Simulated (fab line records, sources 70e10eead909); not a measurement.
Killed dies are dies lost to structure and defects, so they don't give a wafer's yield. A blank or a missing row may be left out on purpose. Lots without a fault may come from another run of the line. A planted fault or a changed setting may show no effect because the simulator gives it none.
Which tool did it? | flow nand_harc | 24 lots, 72 wafers sampled, at 6 steps of a route of 1159

WHAT THE GAUGES READ, wafer by wafer
The record holds no reading of a measuring or inspecting step that can be judged against a usual standard deviation.

WHICH TOOL RAN EACH LOT (tool, then ch and the chambers of the sampled wafers, then the start)
lot  | NHARC_A_STAIRCASE_ETCH_203                    | NHARC_A_STAIRCASE_STRIP_205          | NHARC_A_STAIRCASE_ETCH_221                    | NHARC_A_STAIRCASE_HM_DEP_456  | NHARC_A_STAIRCASE_ETCH_452                    | NHARC_A_STAIRCASE_DESCUM_312
L074 | rie_diel-01 ch 0,2, day 10 12:34 or earlier   | plasma_asher-01 ch 0,1, day 10 12:34 | rie_diel-01 ch 1,2, day 10 21:08 or earlier   | acl_dep-02 ch 0, day 10 21:08 | rie_diel-10 ch 0,2,3, day 11 05:13 or earlier | rie_diel-09 ch 0,2, day 11 05:13
L075 | rie_diel-01 ch 0,3, day 11 14:23 or earlier   | plasma_asher-02 ch 0, day 11 14:23   | rie_diel-01 ch 2,3, day 11 21:42 or earlier   | acl_dep-03 ch 0, day 11 21:42 | rie_diel-10 ch 1,2, day 12 06:05 or earlier   | rie_diel-01 ch 0,2,3, day 12 06:05
L076 | rie_diel-01 ch 0,2,3, day 11 14:46 or earlier | plasma_asher-01 ch 0, day 11 14:46   | rie_diel-01 ch 0,1,2, day 11 21:25 or earlier | acl_dep-01 ch 0, day 11 21:25 | rie_diel-10 ch 0,2,3, day 12 04:59 or earlier | rie_diel-09 ch 0,1,3, day 12 04:59
L077 | rie_diel-10 ch 1,2, day 11 15:07 or earlier   | plasma_asher-02 ch 0,1, day 11 15:07 | rie_diel-10 ch 0,1,3, day 12 01:29 or earlier | acl_dep-01 ch 0, day 12 01:29 | rie_diel-01 ch 2,3, day 12 09:22 or earlier   | rie_diel-10 ch 1,3, day 12 09:22
L078 | rie_diel-09 ch 2,3, day 12 04:11 or earlier   | plasma_asher-02 ch 0,1, day 12 04:11 | rie_diel-10 ch 0,1,3, day 12 13:15 or earlier | acl_dep-02 ch 0, day 12 13:15 | rie_diel-01 ch 1,2,3, day 12 22:26 or earlier | rie_diel-01 ch 0,1, day 12 22:26
L079 | rie_diel-10 ch 0,1,2, day 12 04:47 or earlier | plasma_asher-01 ch 0,1, day 12 04:47 | rie_diel-09 ch 0,1,2, day 12 14:30 or earlier | acl_dep-01 ch 0, day 12 14:30 | rie_diel-10 ch 0,1,2, day 12 23:25 or earlier | rie_diel-10 ch 0,1,3, day 12 23:25
L080 | rie_diel-09 ch 0,2,3, day 12 13:34 or earlier | plasma_asher-02 ch 0, day 12 13:34   | rie_diel-09 ch 0,2,3, day 13 03:04 or earlier | acl_dep-03 ch 0, day 13 03:04 | rie_diel-09 ch 0,2,3, day 13 15:14 or earlier | rie_diel-01 ch 2,3, day 13 15:14
L081 | rie_diel-01 ch 0,2,3, day 12 14:15 or earlier | plasma_asher-02 ch 1, day 12 14:15   | rie_diel-10 ch 0,2,3, day 13 02:23 or earlier | acl_dep-02 ch 0, day 13 02:23 | rie_diel-01 ch 1,2,3, day 13 14:52 or earlier | rie_diel-09 ch 0,1,3, day 13 14:52
L082 | rie_diel-10 ch 2,3, day 13 05:08 or earlier   | plasma_asher-01 ch 0,1, day 13 05:08 | rie_diel-10 ch 0,1,3, day 13 20:37 or earlier | acl_dep-01 ch 0, day 13 20:37 | rie_diel-01 ch 0,2, day 14 04:54 or earlier   | rie_diel-10 ch 0,1, day 14 04:54
L083 | rie_diel-01 ch 0,3, day 13 13:47 or earlier   | plasma_asher-02 ch 0, day 13 13:47   | rie_diel-10 ch 0,1,3, day 13 23:05 or earlier | acl_dep-01 ch 0, day 13 23:05 | rie_diel-10 ch 0,2,3, day 14 08:32 or earlier | rie_diel-09 ch 1,2, day 14 08:32
L084 | rie_diel-01 ch 0,2, day 13 14:17 or earlier   | plasma_asher-01 ch 0,1, day 13 14:17 | rie_diel-09 ch 0,1,3, day 14 00:54 or earlier | acl_dep-02 ch 0, day 14 00:54 | rie_diel-09 ch 0,3, day 14 09:31 or earlier   | rie_diel-09 ch 2,3, day 14 09:31
L085 | rie_diel-09 ch 1,2,3, day 14 07:47 or earlier | plasma_asher-01 ch 0,1, day 14 07:47 | rie_diel-09 ch 0,1,2, day 14 14:42 or earlier | acl_dep-01 ch 0, day 14 14:42 | rie_diel-09 ch 0,1,2, day 14 22:43 or earlier | rie_diel-09 ch 1,2,3, day 14 22:43
L088 | rie_diel-01 ch 0,3, day 14 14:47 or earlier   | plasma_asher-02 ch 0,1, day 14 14:47 | rie_diel-01 ch 0,2,3, day 14 21:50 or earlier | acl_dep-01 ch 0, day 14 21:50 | rie_diel-10 ch 1,2,3, day 15 07:04 or earlier | rie_diel-09 ch 1,2,3, day 15 07:04
L087 | rie_diel-01 ch 0,1, day 14 15:01 or earlier   | plasma_asher-02 ch 0,1, day 14 15:01 | rie_diel-01 ch 0,2, day 14 22:08 or earlier   | acl_dep-03 ch 0, day 14 22:08 | rie_diel-10 ch 0,1, day 15 08:10 or earlier   | rie_diel-01 ch 0,1,2, day 15 08:10
L086 | rie_diel-01 ch 0,2,3, day 14 18:55 or earlier | plasma_asher-02 ch 0,1, day 14 18:55 | rie_diel-10 ch 2,3, day 15 01:56 or earlier   | acl_dep-01 ch 0, day 15 01:56 | rie_diel-09 ch 0,2, day 15 10:43 or earlier   | rie_diel-10 ch 1,2, day 15 10:43
L092 | rie_diel-01 ch 0,2,3, day 15 03:17 or earlier | plasma_asher-02 ch 0,1, day 15 03:17 | rie_diel-10 ch 0,1,3, day 15 10:11 or earlier | acl_dep-01 ch 0, day 15 10:11 | rie_diel-01 ch 0,1,3, day 15 19:01 or earlier | rie_diel-09 ch 0,1,2, day 15 19:01
L090 | rie_diel-10 ch 0,3, day 15 06:39 or earlier   | plasma_asher-01 ch 0,1, day 15 06:39 | rie_diel-01 ch 2,3, day 15 13:58 or earlier   | acl_dep-03 ch 0, day 15 13:58 | rie_diel-01 ch 0,1,2, day 15 23:05 or earlier | rie_diel-01 ch 2,3, day 15 23:05
L089 | rie_diel-09 ch 1,2,3, day 15 06:40 or earlier | plasma_asher-02 ch 0,1, day 15 06:40 | rie_diel-01 ch 1,3, day 15 13:49 or earlier   | acl_dep-01 ch 0, day 15 13:49 | rie_diel-09 ch 0,1, day 15 23:16 or earlier   | rie_diel-01 ch 0,2,3, day 15 23:16
L091 | rie_diel-01 ch 0,1,3, day 15 07:13 or earlier | plasma_asher-01 ch 0,1, day 15 07:13 | rie_diel-09 ch 0,1,3, day 15 15:30 or earlier | acl_dep-03 ch 0, day 15 15:30 | rie_diel-01 ch 0,1,3, day 16 02:48 or earlier | rie_diel-09 ch 0,2, day 16 02:48
L093 | rie_diel-09 ch 0,2,3, day 16 04:54 or earlier | plasma_asher-01 ch 0,1, day 16 04:54 | rie_diel-09 ch 1,2, day 16 12:04 or earlier   | acl_dep-03 ch 0, day 16 12:04 | rie_diel-01 ch 0,2,3, day 16 20:53 or earlier | rie_diel-09 ch 0,1,3, day 16 20:53
L094 | rie_diel-09 ch 0,1,3, day 16 05:11 or earlier | plasma_asher-01 ch 0,1, day 16 05:11 | rie_diel-01 ch 0,1,2, day 16 12:46 or earlier | acl_dep-02 ch 0, day 16 12:46 | rie_diel-10 ch 1,2,3, day 16 21:02 or earlier | rie_diel-10 ch 0,2,3, day 16 21:02
L095 | rie_diel-10 ch 0,2,3, day 16 06:50 or earlier | plasma_asher-01 ch 0,1, day 16 06:50 | rie_diel-09 ch 0,1,2, day 16 13:55 or earlier | acl_dep-03 ch 0, day 16 13:55 | rie_diel-10 ch 1,2,3, day 16 23:13 or earlier | rie_diel-10 ch 0,1,3, day 16 23:13
L097 | rie_diel-01 ch 0,1,3, day 16 15:49 or earlier | plasma_asher-02 ch 0,1, day 16 15:49 | rie_diel-09 ch 1,2,3, day 17 00:16 or earlier | acl_dep-03 ch 0, day 17 00:16 | rie_diel-01 ch 1,2,3, day 17 08:05 or earlier | rie_diel-01 ch 0,2, day 17 08:05
L096 | rie_diel-01 ch 0,1,3, day 17 00:18 or earlier | plasma_asher-02 ch 0,1, day 17 00:18 | rie_diel-10 ch 0,1,3, day 17 08:14 or earlier | acl_dep-02 ch 0, day 17 08:14 | rie_diel-01 ch 1,2, day 17 19:58 or earlier   | rie_diel-01 ch 1,2,3, day 17 19:58
- NHARC_A_STAIRCASE_ETCH_203: etches the open film in C4F8/O2, target depth 100 nm, time 40.5 s.
- NHARC_A_STAIRCASE_STRIP_205: strips in O2.
- NHARC_A_STAIRCASE_ETCH_221: etches the open film in C4F8/O2, target depth 100 nm, time 40.5 s.
- NHARC_A_STAIRCASE_HM_DEP_456: deposits aC, target thk 1500 nm.
- NHARC_A_STAIRCASE_ETCH_452: etches the open film in CF4/O2, target depth 30 nm, overetch 3 nm, time 16.5 s.
- NHARC_A_STAIRCASE_DESCUM_312: chemistry O2, time 3 s.

WHAT THE TOOLS THEMSELVES READ (means of the sampled wafers that have a number; where no wafer has one, the mark that the record gives instead)
NHARC_A_STAIRCASE_ETCH_203.
lot  | tool        | oes_product_au (a.u.) | rf_vpp_V (V)
L074 | rie_diel-01 | 0.951                 | 896
L075 | rie_diel-01 | 0.927                 | 901
L076 | rie_diel-01 | 0.953                 | 896
L077 | rie_diel-10 | 0.945                 | 901
L078 | rie_diel-09 | 0.952                 | 904
L079 | rie_diel-10 | 0.939                 | 899
L080 | rie_diel-09 | 0.943                 | 902
L081 | rie_diel-01 | 0.934                 | 897
L082 | rie_diel-10 | 0.936                 | 905
L083 | rie_diel-01 | 0.922                 | 901
L084 | rie_diel-01 | 0.950                 | 892
L085 | rie_diel-09 | 0.948                 | 901
L088 | rie_diel-01 | 0.947                 | 900
L087 | rie_diel-01 | 0.933                 | 900
L086 | rie_diel-01 | 0.948                 | 896
L092 | rie_diel-01 | 0.932                 | 896
L090 | rie_diel-10 | 0.930                 | 901
L089 | rie_diel-09 | 0.925                 | 901
L091 | rie_diel-01 | 0.939                 | 900
L093 | rie_diel-09 | 0.928                 | 901
L094 | rie_diel-09 | 0.923                 | 899
L095 | rie_diel-10 | 0.940                 | 901
L097 | rie_diel-01 | 0.944                 | 899
L096 | rie_diel-01 | 0.956                 | 899

NHARC_A_STAIRCASE_STRIP_205.
lot  | tool            | drypump_motor_current_A (A) | heater_power_w (W)
L074 | plasma_asher-01 | 5.9                         | 318
L075 | plasma_asher-02 | 5.2                         | 338
L076 | plasma_asher-01 | 5.4                         | 353
L077 | plasma_asher-02 | 5.5                         | 312
L078 | plasma_asher-02 | 5.6                         | 310
L079 | plasma_asher-01 | 5.8                         | 315
L080 | plasma_asher-02 | 5.2                         | 343
L081 | plasma_asher-02 | 5.7                         | 293
L082 | plasma_asher-01 | 5.8                         | 324
L083 | plasma_asher-02 | 5.3                         | 344
L084 | plasma_asher-01 | 5.6                         | 339
L085 | plasma_asher-01 | 5.6                         | 342
L088 | plasma_asher-02 | 5.4                         | 324
L087 | plasma_asher-02 | 5.4                         | 327
L086 | plasma_asher-02 | 5.3                         | 327
L092 | plasma_asher-02 | 5.4                         | 322
L090 | plasma_asher-01 | 5.6                         | 337
L089 | plasma_asher-02 | 5.4                         | 326
L091 | plasma_asher-01 | 5.9                         | 328
L093 | plasma_asher-01 | 5.9                         | 332
L094 | plasma_asher-01 | 5.8                         | 325
L095 | plasma_asher-01 | 5.9                         | 325
L097 | plasma_asher-02 | 5.4                         | 309
L096 | plasma_asher-02 | 5.5                         | 303

NHARC_A_STAIRCASE_ETCH_221.
lot  | tool        | oes_product_au (a.u.) | rf_vpp_V (V)
L074 | rie_diel-01 | 0.954                 | 891
L075 | rie_diel-01 | 0.934                 | 893
L076 | rie_diel-01 | 0.940                 | 896
L077 | rie_diel-10 | 0.937                 | 900
L078 | rie_diel-10 | 0.923                 | 899
L079 | rie_diel-09 | 0.937                 | 900
L080 | rie_diel-09 | 0.948                 | 901
L081 | rie_diel-10 | 0.935                 | 901
L082 | rie_diel-10 | 0.924                 | 900
L083 | rie_diel-10 | 0.932                 | 898
L084 | rie_diel-09 | 0.931                 | 899
L085 | rie_diel-09 | 0.923                 | 900
L088 | rie_diel-01 | 0.937                 | 896
L087 | rie_diel-01 | 0.921                 | 891
L086 | rie_diel-10 | 0.916                 | 905
L092 | rie_diel-10 | 0.907                 | 900
L090 | rie_diel-01 | 0.928                 | 891
L089 | rie_diel-01 | 0.931                 | 900
L091 | rie_diel-09 | 0.943                 | 899
L093 | rie_diel-09 | 0.937                 | 901
L094 | rie_diel-01 | 0.951                 | 896
L095 | rie_diel-09 | 0.932                 | 899
L097 | rie_diel-09 | 0.942                 | 901
L096 | rie_diel-10 | 0.934                 | 899

NHARC_A_STAIRCASE_HM_DEP_456.
lot  | tool       | throttle_valve_pct (%)
L074 | acl_dep-02 | 34.996
L075 | acl_dep-03 | 35.006
L076 | acl_dep-01 | 34.994
L077 | acl_dep-01 | 34.996
L078 | acl_dep-02 | 34.997
L079 | acl_dep-01 | 34.998
L080 | acl_dep-03 | 35.000
L081 | acl_dep-02 | 34.995
L082 | acl_dep-01 | 34.995
L083 | acl_dep-01 | 34.998
L084 | acl_dep-02 | 35.003
L085 | acl_dep-01 | 34.995
L088 | acl_dep-01 | 34.999
L087 | acl_dep-03 | 35.001
L086 | acl_dep-01 | 34.999
L092 | acl_dep-01 | 34.992
L090 | acl_dep-03 | 34.997
L089 | acl_dep-01 | 34.997
L091 | acl_dep-03 | 35.003
L093 | acl_dep-03 | 34.994
L094 | acl_dep-02 | 35.000
L095 | acl_dep-03 | 35.001
L097 | acl_dep-03 | 34.999
L096 | acl_dep-02 | 35.000

NHARC_A_STAIRCASE_ETCH_452.
lot  | tool        | cf4_flow_sccm (sccm) | drypump_motor_current_A (A) | oes_ar_750_au (a.u.) | oes_product_au (a.u.) | rf_vpp_V (V) | showerhead_plenum_p_Torr (Torr) | throttle_valve_pct (%)
L074 | rie_diel-10 | 80.1                 | 5.9                         | 1.003                | 0.986                 | 199.1        | 1.40                            | 13.395
L075 | rie_diel-10 | 80.2                 | 6.1                         | 0.996                | 0.993                 | 198.7        | 1.38                            | 13.401
L076 | rie_diel-10 | 79.8                 | 5.9                         | 1.000                | 0.992                 | 199.4        | 1.40                            | 13.397
L077 | rie_diel-01 | 79.9                 | 6.0                         | 1.000                | 0.989                 | 196.9        | 1.29                            | 13.396
L078 | rie_diel-01 | 79.9                 | 5.8                         | 0.997                | 0.998                 | 197.8        | 1.33                            | 13.400
L079 | rie_diel-10 | 80.0                 | 6.1                         | 0.996                | 0.995                 | 198.8        | 1.37                            | 13.395
L080 | rie_diel-09 | 79.8                 | 5.6                         | 0.996                | 0.992                 | 199.9        | 1.40                            | 13.400
L081 | rie_diel-01 | 80.0                 | 5.9                         | 1.001                | 1.000                 | 197.5        | 1.33                            | 13.402
L082 | rie_diel-01 | 79.8                 | 5.5                         | 0.997                | 1.004                 | 198.2        | 1.34                            | 13.398
L083 | rie_diel-10 | 79.9                 | 5.9                         | 1.001                | 0.987                 | 198.5        | 1.40                            | 13.411
L084 | rie_diel-09 | 80.0                 | 5.4                         | 1.002                | 0.995                 | 198.9        | 1.39                            | 13.391
L085 | rie_diel-09 | 80.1                 | 5.8                         | 0.996                | 0.989                 | 198.8        | 1.38                            | 13.397
L088 | rie_diel-10 | 80.0                 | 5.8                         | 0.997                | 0.988                 | 199.3        | 1.40                            | 13.396
L087 | rie_diel-10 | 80.0                 | 5.9                         | 0.996                | 0.994                 | 198.4        | 1.34                            | 13.393
L086 | rie_diel-09 | 79.8                 | 5.8                         | 0.996                | 0.986                 | 198.5        | 1.41                            | 13.400
L092 | rie_diel-01 | 80.0                 | 5.5                         | 0.997                | 1.005                 | 198.1        | 1.38                            | 13.396
L090 | rie_diel-01 | 80.2                 | 5.7                         | 1.000                | 0.995                 | 197.7        | 1.33                            | 13.406
L089 | rie_diel-09 | 79.9                 | 5.8                         | 1.001                | 0.974                 | 197.2        | 1.35                            | 13.400
L091 | rie_diel-01 | 79.8                 | 5.5                         | 1.003                | 1.009                 | 198.9        | 1.38                            | 13.404
L093 | rie_diel-01 | 79.9                 | 5.7                         | 0.999                | 1.007                 | 197.7        | 1.33                            | 13.395
L094 | rie_diel-10 | 80.1                 | 5.8                         | 0.998                | 0.997                 | 199.3        | 1.40                            | 13.401
L095 | rie_diel-10 | 79.9                 | 5.8                         | 1.002                | 0.996                 | 198.8        | 1.40                            | 13.395
L097 | rie_diel-01 | 80.0                 | 5.8                         | 1.002                | 0.992                 | 197.0        | 1.33                            | 13.396
L096 | rie_diel-01 | 79.9                 | 6.1                         | 1.003                | 0.994                 | 197.0        | 1.28                            | 13.394

NHARC_A_STAIRCASE_DESCUM_312.
lot  | tool        | drypump_motor_current_A (A) | oes_product_au (a.u.) | rf_vpp_V (V) | showerhead_plenum_p_Torr (Torr) | throttle_valve_pct (%)
L074 | rie_diel-09 | 5.9                         | 0.998                 | 57.7         | 2.03                            | 11.307
L075 | rie_diel-01 | 5.7                         | 1.000                 | 57.7         | 1.92                            | 11.314
L076 | rie_diel-09 | 5.6                         | 0.997                 | 58.0         | 1.97                            | 11.314
L077 | rie_diel-10 | 5.2                         | 0.992                 | 57.9         | 2.02                            | 11.309
L078 | rie_diel-01 | 5.4                         | 1.005                 | 58.0         | 1.98                            | 11.311
L079 | rie_diel-10 | 5.6                         | 0.985                 | 58.2         | 1.96                            | 11.317
L080 | rie_diel-01 | 5.8                         | 0.977                 | 57.6         | 1.91                            | 11.306
L081 | rie_diel-09 | 5.6                         | 0.998                 | 58.5         | 1.97                            | 11.307
L082 | rie_diel-10 | 5.9                         | 0.991                 | 57.1         | 1.92                            | 11.310
L083 | rie_diel-09 | 5.8                         | 0.994                 | 58.5         | 1.97                            | 11.313
L084 | rie_diel-09 | 5.3                         | 0.994                 | 58.8         | 2.02                            | 11.317
L085 | rie_diel-09 | 5.6                         | 0.999                 | 57.7         | 1.99                            | 11.313
L088 | rie_diel-09 | 5.6                         | 0.998                 | 58.3         | 1.99                            | 11.303
L087 | rie_diel-01 | 5.7                         | 0.997                 | 57.7         | 1.91                            | 11.311
L086 | rie_diel-10 | 6.3                         | 0.989                 | 57.7         | 2.02                            | 11.304
L092 | rie_diel-09 | 5.8                         | 0.983                 | 58.4         | 1.97                            | 11.309
L090 | rie_diel-01 | 6.0                         | 0.999                 | 56.4         | 1.84                            | 11.313
L089 | rie_diel-01 | 5.7                         | 1.008                 | 57.9         | 1.91                            | 11.308
L091 | rie_diel-09 | 5.8                         | 0.979                 | 57.3         | 2.01                            | 11.318
L093 | rie_diel-09 | 5.6                         | 0.986                 | 57.8         | 1.96                            | 11.307
L094 | rie_diel-10 | 5.9                         | 1.008                 | 58.4         | 1.99                            | 11.315
L095 | rie_diel-10 | 5.6                         | 1.005                 | 58.5         | 1.95                            | 11.325
L097 | rie_diel-01 | 5.9                         | 1.000                 | 58.1         | 1.84                            | 11.309
L096 | rie_diel-01 | 5.9                         | 1.001                 | 57.2         | 1.90                            | 11.311

THE ANSWER, worked out from the rows above alone
Rule: what is usual is taken from the lots themselves. Put in order of their means at a reading, lots are off if they are a third of the lots or fewer, leave a main group of 4 or more, and stand apart from it by a gap of 3 or more times the standard deviation of the main group's means; of several such gaps the widest counts. A main group whose means are all the same, to the digits that the tables above print for the reading, isn't used. A lot without any number at a reading at which 4 lots or more have one is off too. The other lots that the step has rows for count as sound. The gauges are gone through in route order, then the tools' own readings, and for those a lot's mean is taken as printed above. The first step at which some lot is off is used, and at that step the reading that is off furthest; a lot without a number counts as furthest.
No lot is off at any reading shown: from this, nothing can be told.

WHAT THE SIMULATOR HAD PUT IN
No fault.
